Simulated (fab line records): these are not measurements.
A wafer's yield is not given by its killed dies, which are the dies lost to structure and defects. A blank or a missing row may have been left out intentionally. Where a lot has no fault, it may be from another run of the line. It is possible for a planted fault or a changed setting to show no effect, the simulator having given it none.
A lot that was struck, set against a sound lot	flow n5Finfet	15 steps out of a route of 1938
Sound: wafers L357.3, L357.5, L357.6. The struck wafers were L346.2, L346.5, L346.6. The cause comes at the end.
Each step with rows lists, per side, the tool, then ch with its chambers, then its first start. Under that, the readings that differ: sound wafers	struck wafers	difference of the means	sigmas: that difference in standard deviations of wafers without a fault.
alike: readings whose means differ by less than 2 such deviations, and words and numbers that are the same on both sides. not compared: withheld readings, readings that some wafer has no value for, bounds like >300 that may hide the same value, and numbers for which the record gives no deviation and whose values overlap.
The two part at a step that has a row with sigmas, a row that says differs or no value, or rows on one side only. Numbers that don't overlap but have no deviation are shown without sigmas and don't part them. A reading that every wafer of one side lacks parts them only if that side has two wafers or more.

first, 10 steps without rows for these wafers: N5_FIN_CUT_DESCUM_13 (chemistry O2, time 7 s); N5_FIN_CUT_ETCH_30 (etches underlayer in N2/H2, target depth 13 nm, time 10.4 s); N5_FIN_CUT_ETCH_20 (etches SiARC in CF4, target depth 26 nm, time 43.3 s); N5_FIN_CUT_ETCH_21 (etches SOC in N2/H2, target depth 219 nm, overetch 43.8 nm, time 523.5 s); N5_FIN_CUT_STRIP_23 (strips in N2/H2); N5_FIN_CUT_STRIP_31 (strips in N2/H2); N5_FIN_CUT_STRIP_24 (strips in CF4); N5_FIN_CUT_CUT_ETCH_26 (etches SiNx in CH3F/O2, target depth 39 nm, time 55.7 s); N5_FIN_CUT_CUT_ETCH_27 (etches SiO2 in CHF3/O2, target depth 4 nm, overetch 2 nm, time 4.9 s); N5_FIN_CUT_PRECLEAN_35 (cleans in vHF, time 13.3 s).
N5_FIN_CUT_CUT_ETCH_15: etches Si in HBr/Cl2/O2, target depth 100 nm, bt time 10 s, time 42.4 s.
  sound on rieSi-03 ch 2,3, day 6 09:10; struck on rieSi-03 ch 0,1, day 3 15:53
  no value came back on the struck wafers for any of 5 readings (HBr_flow_sccm (sccm), O2_flow_sccm (sccm) and others); on the sound wafers HBr_flow_sccm (sccm) reads 149.8 149.7 150.7
reading	sound	struck	difference	sigmas
model.SOC_of_FIN_CUT_COAT_18.thkNm (nm)	170.4 169.8 169.2	207.8 208.2 207.4	+38.0	
  not compared: rfHoursCounterH
N5_FIN_CUT_CUT_ETCH_28: etches Si in HBr/Cl2/O2, target depth 6 nm, time 2.4 s.
  sound on rieSi-03 ch 2,3, day 6 09:13; struck on rieSi-03 ch 0,1, day 3 15:56
reading	sound	struck	difference	sigmas
model.SOC_of_FIN_CUT_COAT_18.thkNm (nm)	168.6 168.2 167.4	206 206.6 205.6	+38	
  alike: HBr_flow_sccm, O2_flow_sccm, drypumpMotorCurrentA, oesProductAu, throttleValvePct
  not compared: rfHoursCounterH
then, 1 step without rows for these wafers: N5_FIN_CUT_STRIP_22 (strips in N2/H2).
N5_BEOL_M4_RC_MEAS_101:
  the record has rows for the sound wafers here (prober-01 ch 0, day 13 19:59) and none for the struck ones
-- record jumps: 12 days separate the struck wafers' starts on either side; left off in module BEOL_M4, taken up again in module PASSIVATION, whose first shown step is the route's number 1936 --
N5_PASSIVATION_PROBE_49:
  sound on prober-02, day 18 17:27; struck on prober-01, day 15 13:11
reading	sound	struck	difference	sigmas
killedAtFrontEnd	43 90 49	1095 1132 1117	+1054	+88
killedDies	78 145 97	1180 1180 1180	+1073	+63
killedOnRim	11 27 9	152 152 152	+136	+36
  alike: killed_at_M0_to_M3, killed_at_M4_up, killedAtContacts, killedAtOther, killedOpen, killedShort

WHERE THEY PART
Earliest at N5_FIN_CUT_CUT_ETCH_15; latest, in this record, at N5_PASSIVATION_PROBE_49.

WHY: the cause the simulator had injected
Whole step skipped at N5_FIN_CUT_CUT_ETCH_15 on rieSi-03, starting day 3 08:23. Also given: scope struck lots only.
